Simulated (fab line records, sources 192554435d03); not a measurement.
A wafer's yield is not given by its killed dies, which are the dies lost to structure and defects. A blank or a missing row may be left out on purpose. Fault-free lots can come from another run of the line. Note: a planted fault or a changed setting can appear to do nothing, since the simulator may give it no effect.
Matching of chambers    flow n5-finfet    4 sister chambers for N5_BEOL_M5_STRIP_64 on rie-diel-06
The step strips in CF4. 16 wafers are shown with their chamber, then 8 later ones without.

## WAFERS PAIRED WITH THEIR CHAMBERS
wafer   chamber  drypump-motor-current-A (A)  showerhead-plenum-p-Torr (Torr)  throttle-valve-pct (%)
L074.1  2        5.97                         1.88                             13.32
L074.2  1        6.00                         1.83                             13.22
L074.3  3        5.08                         1.71                             13.66
L075.1  0        5.45                         1.82                             13.24
L075.4  3        5.07                         1.71                             13.67
L075.5  1        5.96                         1.83                             13.21
L076.1  2        5.93                         1.88                             13.31
L076.5  1        5.97                         1.83                             13.22
L076.6  0        5.45                         1.82                             13.25
L086.1  2        5.97                         1.87                             13.35
L086.4  1        5.97                         1.82                             13.28
L086.5  3        5.06                         1.70                             13.71
L085.1  3        5.05                         1.70                             13.72
L085.2  0        5.47                         1.81                             13.30
L085.6  0        5.46                         1.81                             13.29
L088.1  2        6.00                         1.87                             13.35

SIGNATURES (means of the wafers above)
reading                   chamber 0  chamber 1  chamber 2  chamber 3  scatter within a chamber
drypump-motor-current-A   5.4575     5.9750     5.9675     5.0650     0.0186
showerhead-plenum-p-Torr  1.8150     1.8275     1.8750     1.7050     0.00559
throttle-valve-pct        13.2700    13.2325    13.3325    13.6900    0.0282
Rule: a wafer lies at a distance from a chamber equal to the root of the sum of squares, over the readings, of (its reading less the chamber's mean, divided by the reading's scatter). The wafer belongs to the nearest chamber; if the next one is less than 2 further off, it can't be placed. The scatter is the square root of a quotient: the sum, over the shown wafers, of each reading's squared deviation from its chamber's mean, divided by wafers minus chambers.

## WAFERS MISSING THEIR CHAMBER
wafer   drypump-motor-current-A (A)  showerhead-plenum-p-Torr (Torr)  throttle-valve-pct (%)
L088.2  5.42                         1.81                             13.30
L088.5  5.44                         1.81                             13.31
L092.1  5.96                         1.87                             13.38
L092.3  5.07                         1.70                             13.74
L092.5  5.98                         1.82                             13.31
L097.2  5.43                         1.81                             13.36
L097.4  5.46                         1.81                             13.33
L097.6  5.96                         1.87                             13.41

## THE CHAMBER EACH PASSED THROUGH
wafer   from the rows above  in truth
L088.2  0                    0
L088.5  0                    0
L092.1  2                    2
L092.3  3                    3
L092.5  1                    1
L097.2  0                    0
L097.4  0                    0
L097.6  2                    2
Correct placement for 8 of the 8. Left unplaced by these rows: 0. 0 placed wrongly.
